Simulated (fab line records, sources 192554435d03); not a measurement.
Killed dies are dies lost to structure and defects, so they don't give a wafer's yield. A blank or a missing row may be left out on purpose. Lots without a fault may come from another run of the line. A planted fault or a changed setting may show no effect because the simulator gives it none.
Chamber matching | flow n5_finfet | N5_HKMG_FIN_ETCH_67 on rie_diel-02: 4 sister chambers
The step etches SOC in N2/H2, stops on TiN, target depth 388.9 nm. 8 wafers are shown with their chamber, then 7 later ones without.

WAFERS WITH THEIR CHAMBER
wafer  | chamber | drypump_motor_current_A (A) | showerhead_plenum_p_Torr (Torr)
L075.3 | 2       | 5.6                         | 2.71
L081.6 | 0       | 6.8                         | 2.41
L082.2 | 3       | 5.3                         | 2.59
L083.1 | 0       | 6.8                         | 2.41
L083.4 | 1       | 6.0                         | 2.42
L083.5 | 1       | 5.9                         | 2.42
L087.2 | 2       | 5.6                         | 2.70
L087.4 | 3       | 5.3                         | 2.58

WAFERS WITHOUT THEIR CHAMBER
wafer  | drypump_motor_current_A (A) | showerhead_plenum_p_Torr (Torr)
L087.5 | 5.9                         | 2.41
L089.3 | 5.3                         | 2.58
L089.4 | 5.6                         | 2.70
L089.5 | 5.6                         | 2.70
L090.3 | 5.9                         | 2.41
L090.4 | 6.8                         | 2.40
L090.5 | 5.6                         | 2.69

WHICH CHAMBER EACH WENT THROUGH
wafer  | from the rows above | in truth
L087.5 | 1                   | 1
L089.3 | 3                   | 3
L089.4 | 2                   | 2
L089.5 | 2                   | 2
L090.3 | 1                   | 1
L090.4 | 0                   | 0
L090.5 | 2                   | 2
Placed correctly: 7 of 7. Can't be placed from these rows: 0. Placed wrongly: 0.
How it was worked out, from the rows above alone: a wafer's distance from a chamber is the root of the sum, over the readings, of the square of ((its reading less the chamber's mean) divided by the reading's scatter). The wafer belongs to the nearest chamber; if the next one is less than 2 further off, it can't be placed. A chamber's mean is the mean of its shown wafers. The scatter: the root of (the sum of the squares of (reading less its chamber's mean) over the shown wafers, divided by (wafers less chambers)).
